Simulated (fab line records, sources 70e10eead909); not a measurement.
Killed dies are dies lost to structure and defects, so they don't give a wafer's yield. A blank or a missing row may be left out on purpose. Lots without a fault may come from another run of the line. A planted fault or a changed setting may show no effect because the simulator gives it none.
Chamber matching | flow nand_harc | NHARC_A_CONTACT_DEP_29 on pecvd-02: 3 sister chambers
The step deposits SiON, target thk 70 nm. 6 wafers are shown with their chamber, then 9 later ones without.

WAFERS WITH THEIR CHAMBER
wafer  | chamber | heater_power_w (W)
L822.5 | 0       | 643
L829.4 | 2       | 781
L829.6 | 0       | 558
L828.1 | 1       | 902
L828.2 | 2       | 810
L828.5 | 1       | 906

WAFERS WITHOUT THEIR CHAMBER
wafer  | heater_power_w (W)
L830.2 | 768
L830.3 | 1036
L830.6 | 791
L832.1 | 825
L832.3 | 598
L832.6 | 604
L834.3 | 643
L834.4 | 648
L834.6 | 923

WHICH CHAMBER EACH WENT THROUGH
wafer  | from the rows above     | in truth
L830.2 | 2                       | 2
L830.3 | 1                       | 1
L830.6 | 2                       | 2
L832.1 | can't be placed: 2 or 1 | 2
L832.3 | 0                       | 0
L832.6 | 0                       | 0
L834.3 | 0                       | 0
L834.4 | 0                       | 0
L834.6 | 1                       | 1
Placed correctly: 8 of 9. Can't be placed from these rows: 1 (the true chamber is among the candidates in 1). Placed wrongly: 0.
How it was worked out, from the rows above alone: a wafer's distance from a chamber is the root of the sum, over the readings, of the square of ((its reading less the chamber's mean) divided by the reading's scatter). The wafer belongs to the nearest chamber; if the next one is less than 2 further off, it can't be placed. A chamber's mean is the mean of its shown wafers. The scatter: the root of (the sum of the squares of (reading less its chamber's mean) over the shown wafers, divided by (wafers less chambers)).
